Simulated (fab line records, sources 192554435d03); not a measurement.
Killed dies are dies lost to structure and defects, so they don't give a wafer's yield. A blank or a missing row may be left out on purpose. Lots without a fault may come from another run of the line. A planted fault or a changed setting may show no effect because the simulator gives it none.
Split-lot experiment | flow n5_finfet | 7 lots, 21 wafers read, on a route of 1938 steps

THE SPLIT
At N5_BEOL_M5_ETCH_41 (etches SiCN in CH3F/O2, target depth 31.5 nm, time 56.7 s), the setting source_w was moved away from the recipe's 395 W on 5 of the 21 wafers read, by -4.6% to +17.3%. The other wafers ran this setting at the recipe's value.

The reading is taken at the split's own step.

THE READING
rf_vpp_V, in V, at N5_BEOL_M5_ETCH_41 (etches SiCN in CH3F/O2, target depth 31.5 nm, time 56.7 s). Fault-free wafers of this fab line usually give 297.6 V, standard deviation 1.7 V.

wafer  | tool, chamber at the split | source_w as run, W | against the recipe | rf_vpp_V, V | against lot-mates on the recipe
L077.4 | rie_diel-01, 2             | 395                | recipe             | 299.2       | -
L077.5 | rie_diel-01, 2             | 395                | recipe             | 299.3       | -
L077.6 | rie_diel-01, 1             | 463.4              | +17.3%             | 284.8       | -14.4
L078.1 | rie_diel-06, 1             | 395                | recipe             | 299.9       | -
L078.4 | rie_diel-06, 0             | 395                | recipe             | 297.0       | -
L078.5 | rie_diel-06, 3             | 395                | recipe             | 297.6       | -
L080.2 | rie_diel-01, 2             | 395                | recipe             | 297.8       | -
L080.3 | rie_diel-01, 0             | 395                | recipe             | 294.4       | -
L080.5 | rie_diel-01, 0             | 376.9              | -4.6%              | 299.4       | +3.3
L084.2 | rie_diel-06, 0             | 395                | recipe             | 296.8       | -
L084.4 | rie_diel-06, 2             | 433.7              | +9.8%              | 289.8       | -6.7
L084.6 | rie_diel-06, 3             | 395                | recipe             | 296.2       | -
L087.1 | rie_diel-01, 3             | 395                | recipe             | 298.4       | -
L087.2 | rie_diel-01, 0             | 395                | recipe             | 296.6       | -
L087.3 | rie_diel-01, 2             | 395                | recipe             | 298.1       | -
L088.1 | rie_diel-01, 0             | 414.1              | +4.8%              | 291.0       | -6.3
L088.2 | rie_diel-01, 3             | 414.1              | +4.8%              | 295.4       | -1.9
L088.6 | rie_diel-01, 0             | 395                | recipe             | 297.3       | -
L094.2 | rie_diel-02, 3             | 395                | recipe             | 294.1       | -
L094.3 | rie_diel-02, 2             | 395                | recipe             | 299.7       | -
L094.5 | rie_diel-02, 3             | 395                | recipe             | 292.9       | -

THE FIT
A straight line over all 21 wafers: rf_vpp_V changes by -0.717 V for each +1% of source_w; r = -0.86; the points scatter about the line by 2 V.
The same after taking each lot's own level away (the mean of its wafers on the recipe; 21 wafers): -0.798 V for each +1%; r = -0.92; scatter 1.6 V.
On that fit, the largest move of source_w shifts the reading by 14 V.
The lots' own levels span 295.57 to 299.25 V, that is 2.2 times the standard deviation above.
So the lot-to-lot level changes the slope: the two fits differ.
Check: with one of the wafers moved furthest among these (+17.3%) left out of the fit, the line predicts -12.7 V for it against its lot-mates. It came out at -14.4 V against them.
Tool readings at the split's step, against how far the setting was moved: rf_vpp_V r = -0.86.

OTHER SPLITS ON THESE WAFERS
These wafers also went through other splits before the reading. Each is held against what the fit with the lots' levels taken away leaves over:
other split on the same wafers | wafers away from the commonest value | r with rf_vpp_V (lot level and that fit taken away)
N5_BEOL_M4_PECVD_72 temp_c     | 10                                   | +0.05

THE FILE'S OWN FIT
rf_vpp_V changes by -0.795 V for each +1% of source_w, r = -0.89.
